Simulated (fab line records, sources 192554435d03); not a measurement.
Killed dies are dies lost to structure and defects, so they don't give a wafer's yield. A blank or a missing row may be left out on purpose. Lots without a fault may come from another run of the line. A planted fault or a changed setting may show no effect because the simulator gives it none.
A struck lot beside a sound one | flow n5_finfet | 16 steps out of a route of 1938
Sound: wafers L221.2, L221.5, L221.6. Struck: wafer L239.4. (L239.6 of the same lot was not struck and is left out.) The cause comes at the end.
At each step with rows: each side's tool, then ch and its chambers, then its first start. Under that, the readings that differ: sound wafers | struck wafers | difference of the means | sigmas: that difference in standard deviations of wafers without a fault.
alike: readings whose means differ by less than 2 such deviations, and words and numbers that are the same on both sides. not compared: withheld readings, readings that some wafer has no value for, bounds like >300 that may hide the same value, and numbers for which the record gives no deviation and whose values overlap.
The two part at a step that has a row with sigmas, a row that says differs or no value, or rows on one side only. Numbers that don't overlap but have no deviation are shown without sigmas and don't part them. A reading that every wafer of one side lacks parts them only if that side has two wafers or more.

first, 4 steps without rows for these wafers: N5_SDB_SOFTBAKE_06 (time 60 s); N5_SDB_EXPOSE_08 (exposes mask SDB); N5_SDB_PEB_09 (peb time 60 s); N5_SDB_DEVELOP_10 (develop time 30 s).
N5_SDB_CD_MEAS_11: target cd 50 nm.
  sound on cd_sem-01 ch 0, day 4 15:40; struck on cd_sem-03 ch 0, day 9 04:34
  alike: cd_nm
N5_SDB_OVL_MEAS_12:
  sound on overlay-01 ch 0, day 4 15:42; struck on overlay-02 ch 0, day 9 04:35
  alike: SDB_OVL
N5_SDB_INSPECT_13: inspects for defects (brightfield).
  sound on defect_inspect-02, day 4 15:43; struck on defect_inspect-02, day 9 04:37
  alike: raw_defect_count
N5_SDB_DESCUM_16: chemistry O2, time 7.9 s.
  sound on rie_diel-06 ch 0,2,3, day 4 15:45; struck on rie_diel-06 ch 2, day 9 04:43
  reading               | sound          | struck | difference | sigmas
  oes_product_au (a.u.) | 0.86 0.71 0.70 | 0.97   | +0.21      | +2
  alike: drypump_motor_current_A, rf_fwd_power_W, rf_vpp_V, showerhead_plenum_p_Torr, throttle_valve_pct
  not compared: rf_hours_counter_h
N5_SDB_ETCH_17: etches SiARC in CF4, target depth 23.4 nm, time 39 s.
  sound on rie_diel-06 ch 0,2,3, day 4 15:47; struck on rie_diel-06 ch 2, day 9 04:44
  reading               | sound          | struck | difference | sigmas
  etch_rf_on_time_s (s) | 39.0 39.2 38.8 | 37.6   | -1.4       | -2
  oes_product_au (a.u.) | 0.74 0.60 0.59 | 0.84   | +0.20      | +2
  alike: bias_w, cf4_flow_sccm, drypump_motor_current_A, rf_fwd_power_W, rf_vpp_V, showerhead_plenum_p_Torr, throttle_valve_pct
  not compared: rf_hours_counter_h
N5_SDB_ETCH_18: etches SOC in N2/H2, target depth 100 nm, overetch 20 nm, time 150 s.
  sound on rie_diel-06 ch 0,2,3, day 4 15:50; struck on rie_diel-06 ch 2, day 9 04:47
  reading               | sound          | struck | difference | sigmas
  oes_product_au (a.u.) | 0.77 0.63 0.62 | 0.86   | +0.19      | +2
  alike: bias_w, drypump_motor_current_A, rf_fwd_power_W, rf_vpp_V, showerhead_plenum_p_Torr, throttle_valve_pct
  not compared: rf_hours_counter_h
then, 1 step without rows for these wafers: N5_SDB_STRIP_19 (strips in N2/H2).
N5_SDB_STRIP_21: strips in CF4.
  sound on rie_diel-06 ch 0,2,3, day 4 15:58; struck on rie_diel-06 ch 2, day 9 04:55
  reading               | sound          | struck | difference | sigmas
  oes_product_au (a.u.) | 0.84 0.70 0.69 | 0.96   | +0.22      | +2
  alike: cf4_flow_sccm, drypump_motor_current_A, rf_fwd_power_W, rf_vpp_V, showerhead_plenum_p_Torr, throttle_valve_pct
  not compared: rf_hours_counter_h
N5_SDB_HM_OPEN_20: chemistry CH3F/O2, target SiNx, stops on poly-Si, target depth 24 nm.
  sound on rie_diel-06 ch 0,2,3, day 4 15:59; struck on rie_diel-06 ch 2, day 9 04:56
  reading                              | sound          | struck | difference | sigmas
  oes_product_au (a.u.)                | 0.70 0.58 0.57 | 0.80   | +0.18      | +2
  model.SOC_of_SDB_COAT_03.thk_nm (nm) | 84 84 83.8     | 78.6   | -5.3       |
  alike: bias_w, drypump_motor_current_A, rf_fwd_power_W, rf_vpp_V, showerhead_plenum_p_Torr, throttle_valve_pct
  not compared: rf_hours_counter_h
N5_SDB_STRIP_22: strips in N2/H2.
  sound on plasma_asher-02 ch 0,1, day 4 16:04; struck on plasma_asher-02 ch 0, day 9 05:04
  reading                      | sound          | struck | difference | sigmas
  strip_time_to_endpoint_s (s) | 96.2 96.2 96.0 | 91.0   | -5.1       | -14
  alike: drypump_motor_current_A, heater_power_w, oes_product_au
  not compared: rf_hours_counter_h
then, 1 step without rows for these wafers: N5_SDB_PRECLEAN_23 (cleans in dHF, time 30 s).
-- the record jumps here: 5 days lie between the struck wafers' starts before and after (it left off in module SDB and takes up again in module BEOL_M4, whose first step shown is number 1111 of the route) --
N5_BEOL_M4_RC_MEAS_101:
  sound on prober-01 ch 0, day 9 08:28; struck on prober-02 ch 0, day 14 01:38
  reading        | sound             | struck | difference | sigmas
  IOFF_P (nA/um) | 0.285 0.307 0.242 | 0.213  | -0.065     | -2
  ION_P (uA/um)  | 473 469 471       | 457    | -14        | -2
  alike: DIBL_N, DIBL_P, IOFF_N, ION_N, SS_N, SS_P, VT_N, VT_P

WHERE THEY PART
First at N5_SDB_DESCUM_16; last, within this record, at N5_BEOL_M4_RC_MEAS_101.

WHY: what the simulator had put in
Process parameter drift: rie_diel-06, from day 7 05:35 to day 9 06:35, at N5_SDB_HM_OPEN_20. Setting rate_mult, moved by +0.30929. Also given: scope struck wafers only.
